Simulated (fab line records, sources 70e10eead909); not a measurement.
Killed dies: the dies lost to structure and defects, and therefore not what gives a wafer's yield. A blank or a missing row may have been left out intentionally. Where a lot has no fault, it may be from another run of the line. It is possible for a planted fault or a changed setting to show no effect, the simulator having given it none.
Which of the tools did it?    flow nandHarc    12 lots with 36 wafers sampled at 5 steps, on a route of 1302 steps

== WHAT EACH GAUGE READ, for each wafer ==
NHARC_A_SOURCE_PLATE_THK_MEAS_09: measures by ellipsometry. Usual: thkNm 9.8 nm, standard deviation 0.98.
lot   measured      on            thkNm (nm)      flag
L165  day 7 19:45   filmMetro-01  10.0 9.7 8.7    
L166  day 8 11:01   filmMetro-01  9.8 13.0 10.1   
L170  day 9 19:53   filmMetro-01  10.5 7.8 10.8   
L173  day 11 18:13  filmMetro-02  10.3 10.8 9.7   
L174  day 12 02:02  filmMetro-01  10.8 8.7 9.1    
L175  day 12 02:02  filmMetro-02  9.6 10.4 10.5   
L179  day 13 19:56  filmMetro-01  11.4 11.3 10.4  
L180  day 14 01:53  filmMetro-02  8.9 9.9 9.8     
L182  day 15 03:33  filmMetro-01  9.3 8.8 9.5     
L183  day 15 12:58  filmMetro-02  8.6 11.9 9.3    
L185  day 16 09:04  filmMetro-01  11.4 7.9 10.0   
L184  day 16 09:04  filmMetro-02  9.9 9.2 9.2     

NHARC_A_SOURCE_PLATE_THK_MEAS_06: measures by ellipsometry. Usual: thkNm 200.1 nm, standard deviation 2.2.
lot   measured      on            thkNm (nm)                           flag
L165  day 8 09:17   filmMetro-01  198.6 200.0 198.5                    
L166  day 9 00:02   filmMetro-01  202.5 200.2 201.3                    
L170  day 10 08:44  filmMetro-02  200.3 196.9 198.3                    
L173  day 12 06:49  filmMetro-02  195.8 195.5 199.0                    
L174  day 12 16:37  filmMetro-02  270.4 269.3 273.2 270.1 269.5 273.7  OFF
L175  day 12 16:37  filmMetro-01  272.7 273.0 273.7 272.4 274.4 273.1  OFF
L179  day 14 11:29  filmMetro-02  202.0 200.3 199.6                    
L180  day 14 18:12  filmMetro-02  203.1 205.3 203.7                    
L182  day 15 16:35  filmMetro-01  198.9 201.0 200.3                    
L183  day 16 02:05  filmMetro-02  197.3 196.7 197.3                    
L185  day 16 22:00  filmMetro-01  197.2 200.3 200.1                    
L184  day 16 22:01  filmMetro-01  202.3 201.2 201.1                    

NHARC_A_ONON_D1_THK_MEAS_14: measures by ellipsometry. Usual: thkNm 999 nm, standard deviation 7.9.
lot   measured      on            thkNm (nm)      flag
L165  day 8 12:28   filmMetro-02  1001 1001 1000  
L166  day 9 02:58   filmMetro-02  986 987 989     
L170  day 10 11:47  filmMetro-01  991 992 992     
L173  day 12 09:44  filmMetro-01  994 993 993     
L174  day 13 04:19  filmMetro-02  999 999 998     
L175  day 13 04:29  filmMetro-02  1006 1004 1007  
L179  day 14 14:25  filmMetro-02  1001 1000 1001  
L180  day 14 21:07  filmMetro-02  994 995 994     
L182  day 15 19:30  filmMetro-01  987 985 987     
L183  day 16 05:00  filmMetro-02  1001 1001 1002  
L185  day 17 00:55  filmMetro-01  1006 1005 1004  
L184  day 17 00:56  filmMetro-01  981 980 981     

== EACH LOT AND THE TOOL THAT RAN IT (in order: tool; ch and the chambers of the sampled wafers; start) ==
lot   NHARC_P_BONDPAD_CMP_19         NHARC_A_SOURCE_PLATE_CVD_03
L165  cmp-04 ch 0,2, day 7 08:53     lpcvdPoly-01 ch 0, day 7 22:14
L166  cmp-02 ch 0,1,3, day 8 00:18   lpcvdPoly-04 ch 0, day 8 13:37
L170  cmp-04 ch 1,2, day 9 12:19     lpcvdPoly-01 ch 0, day 9 22:27
L173  cmp-02 ch 2,3, day 11 08:05    lpcvdPoly-02 ch 0, day 11 20:48
L174  cmp-02 ch 1,3, day 11 15:22    lpcvdPoly-04 ch 0, day 12 04:36
L175  cmp-02 ch 0,1, day 11 17:20    lpcvdPoly-04 ch 0, day 12 04:36
L179  cmp-02 ch 0,1,2, day 13 07:22  lpcvdPoly-01 ch 0, day 13 22:25
L180  cmp-02 ch 0,2,3, day 13 15:20  lpcvdPoly-01 ch 0, day 14 04:23
L182  cmp-03 ch 0,1,3, day 14 17:22  lpcvdPoly-04 ch 0, day 15 06:08
L183  cmp-04 ch 0,1,2, day 15 02:17  lpcvdPoly-04 ch 0, day 15 15:32
L185  cmp-04 ch 0,2,3, day 15 22:57  lpcvdPoly-04 ch 0, day 16 11:38
L184  cmp-02 ch 0,3, day 15 23:30    lpcvdPoly-04 ch 0, day 16 11:38
- NHARC_P_BONDPAD_CMP_19: polishes, t overpolish 30 s, cu recess touch 16 s, target thk 160.81 nm.
- NHARC_A_SOURCE_PLATE_CVD_03: deposits poly-Si, target thk 200 nm, time 4000 s.

== WHAT THE TOOLS THEMSELVES READ (means of the sampled wafers that have a number; where no wafer has one, the mark that the record gives instead) ==
NHARC_P_BONDPAD_CMP_19. Usual: motorCurrentA 11.7 A, standard deviation 1.2; overpolishRunS 30.000 s, standard deviation 0.0093.
lot   tool    motorCurrentA (A)  overpolishRunS (s)  flag
L165  cmp-04  12.9               30.007              
L166  cmp-02  10.6               29.996              
L170  cmp-04  12.3               29.999              
L173  cmp-02  11.7               29.992              
L174  cmp-02  10.9               29.999              
L175  cmp-02  9.7                30.003              
L179  cmp-02  10.9               30.005              
L180  cmp-02  11.2               29.997              
L182  cmp-03  12.4               30.005              
L183  cmp-04  12.6               29.993              
L185  cmp-04  12.0               29.996              
L184  cmp-02  11.1               29.992              

NHARC_A_SOURCE_PLATE_CVD_03. Usual: spikeTcBottomC 642 C (standard deviation 3.2); spikeTcCentreC 621.5 C (standard deviation 1.7); spikeTcLowerC 620.2 C (standard deviation 1.1); spikeTcTopC 640.7 C (standard deviation 1.4); spikeTcUpperC 620.7 C (standard deviation 1.2); zonePowerCentrePct 9.8 % (standard deviation 0.32); zonePowerUpperPct 8.30 % (standard deviation 0.095).
lot   tool          spikeTcBottomC (C)  spikeTcCentreC (C)  spikeTcLowerC (C)  spikeTcTopC (C)  spikeTcUpperC (C)  zonePowerCentrePct (%)  zonePowerUpperPct (%)  flag
L165  lpcvdPoly-01  645                 620.2               619.9              640.9            621.4              10.0                    8.25                   
L166  lpcvdPoly-04  639                 623.0               620.9              640.2            620.2              9.4                     8.19                   
L170  lpcvdPoly-01  644                 620.2               621.1              641.9            621.1              10.0                    8.19                   
L173  lpcvdPoly-02  642                 620.2               619.9              641.9            618.5              10.2                    8.27                   
L174  lpcvdPoly-04  652                 636.4               633.7              652.3            634.0              9.9                     8.61                   OFF
L175  lpcvdPoly-04  652                 636.2               632.8              653.4            633.5              9.7                     8.70                   OFF
L179  lpcvdPoly-01  646                 619.8               619.7              641.9            621.8              10.0                    8.34                   
L180  lpcvdPoly-01  645                 620.8               621.0              641.9            622.3              10.0                    8.23                   
L182  lpcvdPoly-04  639                 623.9               620.5              639.8            621.0              9.4                     8.38                   
L183  lpcvdPoly-04  639                 623.1               620.1              639.0            621.2              9.4                     8.49                   
L185  lpcvdPoly-04  638                 623.2               619.8              638.6            621.1              9.4                     8.22                   
L184  lpcvdPoly-04  640                 623.3               620.5              639.5            621.5              9.4                     8.36                   

== THE ANSWER, worked out from the rows above alone ==
Rule: take the mean of a lot's wafers that have a number; if it is more than 3 standard deviations from the usual mean, the lot is off. A lot without any number at a reading at which 4 lots or more have one is off too. All remaining lots with rows at the step are treated as sound. The gauges are gone through in route order, then the tools' own readings, and for those a lot's mean is taken as printed above. At the first step where some lot is off, the reading lying furthest off is the one used; lots without a number count as furthest.
Off: L174, L175, at NHARC_A_SOURCE_PLATE_THK_MEAS_06 (thkNm).
A tool fits if, at a process step before that reading, it ran every lot that is off, and no sound lot after the first of them. Not tried: the gauges at NHARC_A_SOURCE_PLATE_THK_MEAS_06; whatever is off there is also off at NHARC_A_SOURCE_PLATE_CVD_03, on other tools, and gauge error can't account for it. None of those tried fits.

== WHAT THE SIMULATOR HAD PUT IN ==
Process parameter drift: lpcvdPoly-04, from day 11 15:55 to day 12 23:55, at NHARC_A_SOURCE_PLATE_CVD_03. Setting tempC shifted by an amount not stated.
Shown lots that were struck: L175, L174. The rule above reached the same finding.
